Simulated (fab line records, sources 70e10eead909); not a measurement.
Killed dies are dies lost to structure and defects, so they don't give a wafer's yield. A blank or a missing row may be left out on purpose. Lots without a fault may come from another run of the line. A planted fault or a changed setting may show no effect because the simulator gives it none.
fab line records | flow nand_harc
record lots=6 wafers=18 last_day=24
route steps=1159 shown A_M1@1056 A_BONDPAD@1059 END@1159
lots that met no fault: from a run of the same line without faults
start_h: hours from the record's first day to the start of the lot's first wafer shown | wait_h: hours since the lot's step before | " the same as in the row above | L1.1+2: a row that stands for several wafers | - no value, or no start given | * or withheld: withheld | < > ~ a bound
route shown NAME@n: a module of which the file shows steps, and the number in the route of the first | usual: mean/standard deviation of fault-free wafers | same: alike in all rows | chamber/n: place in a boat | sites: the reading at each site | _std_site: their standard deviation | _edge_site: outer sites' mean less inner sites' | radius_mm: how far each site lies from the wafer's centre | mask NAME#n: copy n | behind: the tool/chamber that last shaped the wafer | hold: why the lot was held/for how many hours/how that ended | device: the transistor (n, p or np) that didn't switch | end of line: the same wafers' tests at the end of the route | a step without rows: its recipe alone | killed: dies lost to structure and defects at the first sort, not the wafer's yield | map: a wafer's dies, x killed, . not, _ none there
set.NAME: the setting as run; set.NAME@STEP: as run at that earlier step | model.NAME: the simulator's own value behind a step, which no gauge read
lots at some steps of the route; a table a step, a row a wafer
services: from which hour (start_h, from the record's first day; less than 0 if before it) a tool's chamber was out of use, for how many hours, and why
## steps
# step NHARC_A_M1_INSPECT_27
# usual raw_defect_count=473/130
# columns lot.wafer tool chamber start_h wait_h raw_defect_count
L136.2 defect_inspect-01 - 443.01 0.0 435
L136.5 " - " " 446
L136.6 " - " " 439
L137.2 defect_inspect-02 - 447.90 0.0 469
L137.4 " - " " 1032
L137.5 " - " " 673
L140.1 defect_inspect-02 - 464.83 0.0 659
L140.2 " - " " 619
L140.3 " - " " 668
L141.2 defect_inspect-01 - 469.98 0.0 322
L141.3 " - " " 427
L141.6 " - " " 301
L146.2 defect_inspect-01 - 517.64 0.0 425
L146.4 " - " " 422
L146.5 " - " " 549
L150.1 defect_inspect-01 - 532.06 0.0 491
L150.3 " - " " 501
L150.6 " - " " 489
# step NHARC_A_M1_PRE_CLEAN_32
# recipe time_s=12 temp_c=370 rf_power_w=300 gas=NH3
# usual heater_power_outer_w=357/37 heater_power_w=621/60
# columns lot.wafer tool chamber start_h wait_h heater_power_outer_w heater_power_w
L136.2 pecvd-01 0 443.08 0.1 307 553
L136.5 " 1 " " 400 718
L136.6 " 2 " " 405 715
L137.2 pecvd-01 2 447.99 0.1 315 600
L137.4 " 0 " " 352 590
L137.5 " 1 " " 405 707
L140.3 pecvd-04 0 464.89 0.1 361 655
L140.1 " 1 " " 358 609
L140.2 " 2 " " 419 705
L141.3 pecvd-01 0 470.11 0.1 346 571
L141.2 " 2 " " 361 649
L141.6 " 1 " " 338 617
L146.2 pecvd-03 1 517.72 0.1 355 638
L146.5 " 1 " " 370 656
L146.4 " 2 " " 373 631
L150.3 pecvd-03 2 532.13 0.1 399 642
L150.1 " 1 " " 359 638
L150.6 " 2 " " 406 675
# step NHARC_A_M1_DEP_33
# recipe target_thk_a=300 temp_c=370 target_thk_nm=30 pressure_torr=3 flow_sccm=200 rf_w=450 material=SiCN
# usual heater_power_outer_w=318/41 heater_power_w=568/64
# columns lot.wafer tool chamber start_h wait_h heater_power_outer_w heater_power_w
L136.2 pecvd-01 0 443.16 0.1 308 537
L136.5 " 1 " " 375 684
L136.6 " 2 " " 305 565
L137.2 pecvd-01 2 448.14 0.1 308 579
L137.4 " 0 " " 252 466
L137.5 " 1 " " 387 678
L140.3 pecvd-04 0 464.97 0.1 301 572
L140.1 " 1 " " 360 603
L140.2 " 2 " " 374 642
L141.3 pecvd-01 0 470.19 0.1 312 523
L141.2 " 2 " " 289 550
L141.6 " 1 " " 309 579
L146.2 pecvd-03 1 517.80 0.1 271 517
L146.5 " 1 " " 265 507
L146.4 " 2 " " 336 575
L150.3 pecvd-03 2 532.21 0.1 362 598
L150.1 " 1 " " 291 543
L150.6 " 2 " " 355 597
# step NHARC_A_BONDPAD_DEP_00
# recipe target_thk_a=2500 temp_c=370 target_thk_nm=250 pressure_torr=3 flow_sccm=200 rf_w=450 material=SiCN
# usual heater_power_outer_w=332/53 heater_power_w=583/88
# columns lot.wafer tool chamber start_h wait_h heater_power_outer_w heater_power_w
L136.2 pecvd-02 1 443.71 - 241 420
L136.5 " 1 " " 242 432
L136.6 " 2 " " 301 557
L137.2 pecvd-04 0 448.72 - 322 602
L137.5 " 2 " " 357 625
L137.4 " 0 " " 319 609
L140.3 pecvd-02 1 465.53 - 229 411
L140.2 " 2 " " 397 661
L140.1 " 0 " " 385 698
L141.2 pecvd-02 0 470.74 - 433 749
L141.3 " 1 " " 267 454
L141.6 " 1 " " 279 466
L146.2 pecvd-04 1 518.74 - 348 597
L146.4 " 1 " " 355 606
L146.5 " 2 " " 388 683
L150.3 pecvd-02 0 532.76 - 416 732
L150.1 " 1 " " 243 429
L150.6 " 2 " " 391 670
# step NHARC_A_BONDPAD_CMP_29
# recipe target_thk_nm=200 material=SiCN
# usual motor_current_A=12.2/1.3
# columns lot.wafer tool chamber start_h wait_h motor_current_A
L136.2 cmp-03 0 444.12 - 12.2
L136.5 " 0 " " 11.5
L136.6 " 1 " " 13.0
L137.4 cmp-03 0 449.04 - 12.0
L137.2 " 1 " " 13.0
L137.5 " 1 " " 12.8
L140.2 cmp-03 3 465.94 - 14.3
L140.3 " 1 " " 12.2
L140.1 " 2 " " 11.1
L141.2 cmp-04 0 471.33 0.5 10.7
L141.3 " 1 " " 13.8
L141.6 " 2 " " 11.5
L146.2 cmp-01 1 519.11 - 11.9
L146.4 " 2 " " 12.4
L146.5 " 2 " " 12.0
L150.3 cmp-01 0 533.16 - 13.0
L150.1 " 2 " " 12.4
L150.6 " 0 " " 12.7
# step NHARC_A_BONDPAD_THK_MEAS_30
# recipe thk_meas_gauge=ellipsometry
# usual thk_nm=199.8/1.6
# columns lot.wafer tool chamber start_h wait_h thk_nm
L136.2 film_metro-02 - 444.37 0.2 199.4
L136.5 " - " " 200.6
L136.6 " - " " 200.5
L137.2 film_metro-01 - 449.29 0.2 197.4
L137.4 " - " " 199.2
L137.5 " - " " 197.1
L140.1 film_metro-01 - 466.19 0.2 200.5
L140.2 " - " " 201.8
L140.3 " - " " 197.9
L141.2 film_metro-02 - 471.53 0.2 201.0
L141.3 " - " " 199.7
L141.6 " - " " 198.9
L146.2 film_metro-02 - 519.36 0.2 200.5
L146.4 " - " " 200.2
L146.5 " - " " 202.4
L150.1 film_metro-01 - 533.41 0.2 200.0
L150.3 " - " " 201.7
L150.6 " - " " 200.7
# step NHARC_A_BONDPAD_SRD_31
# step NHARC_A_BONDPAD_DEHYDRATE_01
# recipe temp_c=150 time_s=120
# step NHARC_A_BONDPAD_HMDS_02
# recipe time_s=30
# step NHARC_A_BONDPAD_COAT_33
# recipe temp_c=200 time_s=65
# step NHARC_A_BONDPAD_COAT_03
# recipe spin_rpm=2000 resist_thk_nm=600
# step NHARC_A_BONDPAD_SOFTBAKE_04
# recipe temp_c=125 time_s=70
# usual heater_power_total_W=201.0/1.3 resist_line_temp_C=23.00/0.11
# columns lot.wafer tool chamber start_h wait_h heater_power_total_W resist_line_temp_C
L136.2 litho_track-07 0 444 - 202.5 22.93
L136.5 " 0 " " 200.6 23.01
L136.6 " 0 " " 202.6 22.94
L137.2 litho_track-05 0 449 - 199.5 22.90
L137.4 " 0 " " 200.4 22.99
L137.5 " 0 " " 199.0 23.12
L140.1 litho_track-05 0 466 - 233.8 22.95
L140.2 " 0 " " 232.3 23.13
L140.3 " 0 " " 233.1 22.97
L141.2 litho_track-05 0 471 - 235.2 22.90
L141.3 " 0 " " 236.6 22.89
L141.6 " 0 " " 235.5 22.87
L146.2 litho_track-07 0 519 - 201.7 23.09
L146.4 " 0 " " 202.1 23.05
L146.5 " 0 " " 201.7 23.13
L150.1 litho_track-03 0 533 - 200.4 23.12
L150.3 " 0 " " 201.2 23.02
L150.6 " 0 " " 202.6 22.98
# step NHARC_A_BONDPAD_EBR_05
# step NHARC_END_SORT_01
# recipe temp_c=25
# usual defect_limited_yield=95.3/1.7 killed_at_array=28/11 killed_at_other=0.8/1.1 killed_at_periphery=3.3/2.8 killed_dies=32/11 killed_open=3.3/1.9 killed_short=1.9/1.4 sort_bin_2_pct=1.4/0.68 sort_bin_3_pct=0.25/0.24 sort_bin_4_pct=3.0/1.1 sort_n_pass=645/11 sort_rim_yield_pct=95.3/2.5 sort_yield_pct=95.3/1.7
# same gross_dies=677 sort_bin_5_pct[%]=0 sort_bin_6_pct[%]=0 sort_bin_7_pct[%]=0 sort_bin_8_pct[%]=0 sort_rim_n_gross=106.00
# columns lot.wafer tool chamber start_h wait_h defect_limited_yield[%] killed_at_array killed_at_other killed_at_periphery killed_dies killed_open killed_short sort_bin_2_pct[%] sort_bin_3_pct[%] sort_bin_4_pct[%] sort_n_pass sort_rim_yield_pct[%] sort_yield_pct[%]
L137.2 prober-01 0 477.79 2.8 96.9 17 1 3 21 6 0 1.0 0.30 1.8 656 96.2 96.9
L137.4 prober-01 0 479.40 3.4 97.2 17 0 2 19 3 1 0.6 0.30 1.9 658 100.0 97.2
L137.5 prober-01 0 480.20 3.7 98.1 7 0 6 13 5 2 0.6 0.15 1.2 664 96.2 98.1
L140.1 prober-02 0 494.68 2.5 94.4 37 1 0 38 4 1 1.0 0.15 4.4 639 95.3 94.4
L140.2 prober-02 0 495.48 2.8 94.7 35 1 0 36 3 1 1.9 0.15 3.2 641 98.1 94.7
L140.3 prober-02 0 496.27 3.1 94.8 35 0 0 35 3 3 1.6 0.15 3.4 642 97.2 94.8
L141.2 prober-01 0 511.01 2.8 95.6 27 0 3 30 1 2 0.9 0.44 3.1 647 96.2 95.6
L141.3 prober-01 0 511.81 3.1 95.6 29 0 1 30 3 0 1.0 0.30 3.1 647 90.6 95.6
L141.6 prober-01 0 514.18 4.0 95.1 32 0 1 33 3 1 2.4 0.15 2.4 644 90.6 95.1
L146.2 prober-01 0 553.91 2.8 96.9 19 1 1 21 3 1 0.7 0.15 2.2 656 97.2 96.9
L146.4 prober-01 0 555.54 3.4 97.9 13 0 1 14 4 4 0.3 0 1.8 663 97.2 97.9
L146.5 prober-01 0 556.35 3.8 96.8 20 0 2 22 3 4 1.5 0 1.8 655 97.2 96.8
# killed by level:class
L137.2 A_CHANNEL_HOLE_D1:chamber_film_flake=6 P_GATE:chamber_film_flake=3 A_CONTACT:chamber_film_flake=3 A_M0:geometric_particle:open=2 A_STAIRCASE:chamber_film_flake=2 A_ONON_D1:geometric_particle:open=1 A_CHANNEL_FILL_D1:geometric_particle:open=1 A_CONTACT:geometric_particle:open=1
L137.4 A_CHANNEL_HOLE_D1:chamber_film_flake=6 A_CONTACT:chamber_film_flake=6 A_STAIRCASE:chamber_film_flake=3 P_GATE:geometric_particle:short=1 P_BONDPAD:geometric_particle:open=1 A_ONON_D1:geometric_particle:open=1 A_CHANNEL_FILL_D1:geometric_particle:open=1
L137.5 A_STAIRCASE:chamber_film_flake=3 P_GATE:geometric_particle:open=2 P_CONTACT:geometric_particle:open=2 P_M0:geometric_particle:open=1 A_ONON_D1:geometric_particle:short=1 A_CHANNEL_FILL_D1:geometric_particle:short=1 P_ZERO_WELL:chamber_film_flake=1 A_CHANNEL_HOLE_D1:chamber_film_flake=1
L140.1 A_CHANNEL_HOLE_D1:chamber_film_flake=22 A_CONTACT:chamber_film_flake=4 A_CHANNEL_FILL_D1:geometric_particle:open=2 A_M0:geometric_particle:open=2 A_ZERO_WELL:chamber_film_flake=2 A_CHANNEL_FILL_D1:chamber_film_flake=2 STARTING-WAFER:geometric_particle:short=1 A_STAIRCASE:chamber_film_flake=1
L140.2 A_CHANNEL_HOLE_D1:chamber_film_flake=21 A_CONTACT:chamber_film_flake=6 A_STAIRCASE:chamber_film_flake=3 A_ONON_D1:geometric_particle:short=1 A_SGD_CUT:geometric_particle:open=1 A_WL_FILL:geometric_particle:open=1 A_CONTACT:geometric_particle:open=1 A_CHANNEL_FILL_D1:chamber_film_flake=1
L140.3 A_CHANNEL_HOLE_D1:chamber_film_flake=21 A_CONTACT:geometric_particle:open=2 A_ZERO_WELL:chamber_film_flake=2 A_CONTACT:chamber_film_flake=2 A_BLC:chamber_film_flake=2 A_CHANNEL_FILL_D1:geometric_particle:short=1 A_CHANNEL_FILL_D1:geometric_particle:open=1 A_WL_FILL:geometric_particle:short=1
L141.2 A_SLIT:chamber_film_flake=9 A_CONTACT:chamber_film_flake=7 A_STAIRCASE:chamber_film_flake=3 A_WL_FILL:chamber_film_flake=3 A_CHANNEL_HOLE_D1:chamber_film_flake=2 P_GATE:geometric_particle:open=1 P_M0:geometric_particle:short=1 A_ONON_D1:geometric_particle:short=1
L141.3 A_SLIT:chamber_film_flake=12 A_STAIRCASE:chamber_film_flake=5 A_SGD_CUT:chamber_film_flake=4 A_WL_FILL:chamber_film_flake=3 A_M0:geometric_particle:open=2 A_CHANNEL_FILL_D1:geometric_particle:open=1 P_ZERO_WELL:chamber_film_flake=1 A_CHANNEL_HOLE_D1:chamber_film_flake=1
L141.6 A_SLIT:chamber_film_flake=12 A_CONTACT:chamber_film_flake=7 A_STAIRCASE:chamber_film_flake=4 A_ZERO_WELL:chamber_film_flake=2 A_CHANNEL_HOLE_D1:chamber_film_flake=2 A_WL_FILL:chamber_film_flake=2 P_STI:geometric_particle:open=1 A_ONON_D1:geometric_particle:open=1
L146.2 A_CONTACT:chamber_film_flake=8 A_CHANNEL_HOLE_D1:chamber_film_flake=5 A_WL_FILL:chamber_film_flake=2 P_M0:geometric_particle:open=1 A_WL_FILL:geometric_particle:short=1 A_CONTACT:geometric_particle:open=1 A_BLC:geometric_particle:open=1 A_STAIRCASE:chamber_film_flake=1
L146.4 A_CONTACT:chamber_film_flake=4 A_CHANNEL_FILL_D1:geometric_particle:short=2 A_SGD_CUT:geometric_particle:open=2 A_CHANNEL_HOLE_D1:chamber_film_flake=2 P_CONTACT:geometric_particle:short=1 A_ONON_D1:geometric_particle:short=1 A_CHANNEL_FILL_D1:geometric_particle:open=1 A_BLC:geometric_particle:open=1
L146.5 A_CHANNEL_HOLE_D1:chamber_film_flake=6 A_CONTACT:chamber_film_flake=5 A_CHANNEL_FILL_D1:geometric_particle:short=2 P_CONTACT:geometric_particle:open=1 A_ONON_D1:geometric_particle:open=1 A_SGD_CUT:geometric_particle:short=1 A_M0:geometric_particle:open=1 A_M1:geometric_particle:short=1
## services
# columns tool chamber start_h hours kind
cmp-04 - 422.64 2.6 repair
pecvd-01 0 431.50 - clean
pecvd-01 1 431.50 - clean
pecvd-01 2 431.50 - clean
cmp-03 - 434.41 1.4 repair
cmp-03 - 450.93 4.0 pm
pecvd-02 2 466.79 20.7 repair
pecvd-03 - 473.48 13.0 pm
pecvd-03 0 473.48 13.0 vent_cycle
pecvd-03 1 473.48 13.0 vent_cycle
pecvd-03 2 473.48 13.0 vent_cycle
cmp-01 - 473.50 4.0 pm
cmp-03 - 476.05 2.6 repair
pecvd-03 0 486.48 - clean
pecvd-03 1 486.48 - clean
pecvd-03 2 486.48 - clean
pecvd-02 0 487.25 6.2 repair
cmp-04 - 497.11 4.0 pm
pecvd-03 - 511.88 1.7 repair
pecvd-02 - 515.61 13.0 pm
pecvd-02 0 515.61 13.0 vent_cycle
pecvd-02 1 515.61 13.0 vent_cycle
cmp-01 - 524.68 0.3 repair
cmp-01 - 526.81 1.2 repair
## key
first_sign step=NHARC_A_BONDPAD_SOFTBAKE_04 reading=heater_power_total_W direction=up sigmas=25 usual=* struck=*
effect none on later readings
met_at NHARC_A_BONDPAD_SOFTBAKE_04
struck_wafers L140.1,L140.2,L140.3,L141.2,L141.3,L141.6
onset_between 449 466
fault kind=process_parameter_drift tool=litho_track-05 chamber=- onset_h=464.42 steps=NHARC_A_BONDPAD_SOFTBAKE_04 channel=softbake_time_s offset=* shape=step end_h=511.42 acts_in=* stated=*
